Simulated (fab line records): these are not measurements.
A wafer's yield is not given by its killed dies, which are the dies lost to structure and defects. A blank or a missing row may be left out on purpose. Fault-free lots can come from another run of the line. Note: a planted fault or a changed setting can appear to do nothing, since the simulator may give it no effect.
Split-lot experiment | flow n5-finfet | 7 lots, 21 wafers read, on a route of 1938 steps

SPLIT DETAILS
At N5_SD_EPI_N_ETCH_16 (etches SiO2 in CHF3/O2, target depth 5 nm), the setting target-depth-a was moved away from the recipe's 50 angstrom on 8 of the 21 wafers read, by -7.0% to +3.9%. For the rest of the wafers, this setting stayed at what the recipe calls for.

The split's own step is where the reading is taken.

THE READING
etch.depth-nm (the simulator's own value, which no gauge read), in nm, at N5_SD_EPI_N_ETCH_16 (etches SiO2 in CHF3/O2, target depth 5 nm). There is no usual value for it anywhere in the file. Here, 13 wafers ran the recipe; their average is 5.024 nm with a standard deviation of 0.062 nm.

wafer  | tool, chamber at the split | target-depth-a as run, angstrom | against the recipe | etch.depth-nm, nm | against lot-mates on the recipe
L074.1 | rie-diel-02, 2             | 46.5                            | -7.0%              | 4.588             | -0.319
L074.3 | rie-diel-02, 3             | 50                              | recipe             | 4.907             | -
L074.6 | rie-diel-02, 0             | 46.5                            | -7.0%              | 4.611             | -0.296
L076.2 | rie-diel-02, 1             | 51.95                           | +3.9%              | 5.215             | +0.289
L076.3 | rie-diel-02, 3             | 51.95                           | +3.9%              | 5.102             | +0.176
L076.4 | rie-diel-02, 2             | 50                              | recipe             | 4.926             | -
L078.4 | rie-diel-04, 3             | 50                              | recipe             | 5.028             | -
L078.5 | rie-diel-04, 0             | 50                              | recipe             | 4.999             | -
L078.6 | rie-diel-04, 2             | 50                              | recipe             | 5.032             | -
L082.2 | rie-diel-02, 0             | 46.64                           | -6.7%              | 4.557             | no lot-mate on the recipe
L082.4 | rie-diel-02, 2             | 46.64                           | -6.7%              | 4.524             | no lot-mate on the recipe
L082.6 | rie-diel-02, 0             | 46.64                           | -6.7%              | 4.534             | no lot-mate on the recipe
L084.2 | rie-diel-04, 3             | 50                              | recipe             | 4.99              | -
L084.4 | rie-diel-04, 2             | 50                              | recipe             | 5.077             | -
L084.6 | rie-diel-04, 0             | 50                              | recipe             | 5.063             | -
L085.3 | rie-diel-04, 0             | 50                              | recipe             | 5.019             | -
L085.4 | rie-diel-04, 3             | 47.31                           | -5.4%              | 4.726             | -0.284
L085.5 | rie-diel-04, 0             | 50                              | recipe             | 5                 | -
L093.1 | rie-diel-04, 1             | 50                              | recipe             | 5.151             | -
L093.4 | rie-diel-04, 3             | 50                              | recipe             | 5.041             | -
L093.6 | rie-diel-04, 2             | 50                              | recipe             | 5.078             | -

THE FIT
A straight line over all 21 wafers: etch.depth-nm changes by +0.0607 nm for each +1% of target-depth-a; r = +0.95; the points scatter about the line by 0.068 nm.
The same after taking each lot's own level away (the mean of its wafers on the recipe; 18 wafers): +0.0491 nm for each +1%; r = +0.97; scatter 0.038 nm.
Per that fit: largest target-depth-a move, reading shift of 0.34 nm.
Measured against the standard deviation above, the lots' own levels, which go from 4.9070 to 5.0900 nm, span 3.0 times it.
Hence the slope depends on the lot-to-lot level, as the two fits are not the same.
Check: for one of the wafers moved furthest among these (-7.0%), held out of the fit, the line's prediction against its lot-mates is -0.345 nm. It came out at -0.319 nm against them.

THESE WAFERS: OTHER SPLITS
Before the reading, these wafers also passed through other splits. Each is held against what the fit with the lots' levels taken away leaves over:
other split on the same wafers            | wafers away from the commonest value | r with etch.depth-nm (lot level and that fit taken away)
N5_ZERO_LAYER_ETCH_18 bias-w              | 10                                   | +0.19
N5_PMOS_HMC_CHANNEL_EPI_EXPOSE_06 dose-mj | 8                                    | +0.21
N5_PMOS_HMC_CHANNEL_EPI_PEB_07 peb-time-s | 6                                    | -0.05
N5_FIN_SAQP_DESCUM_21 time-s              | 6                                    | +0.26

THE FILE'S OWN FIT
etch.depth-nm changes by +0.0492 nm for each +1% of target-depth-a, r = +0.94.
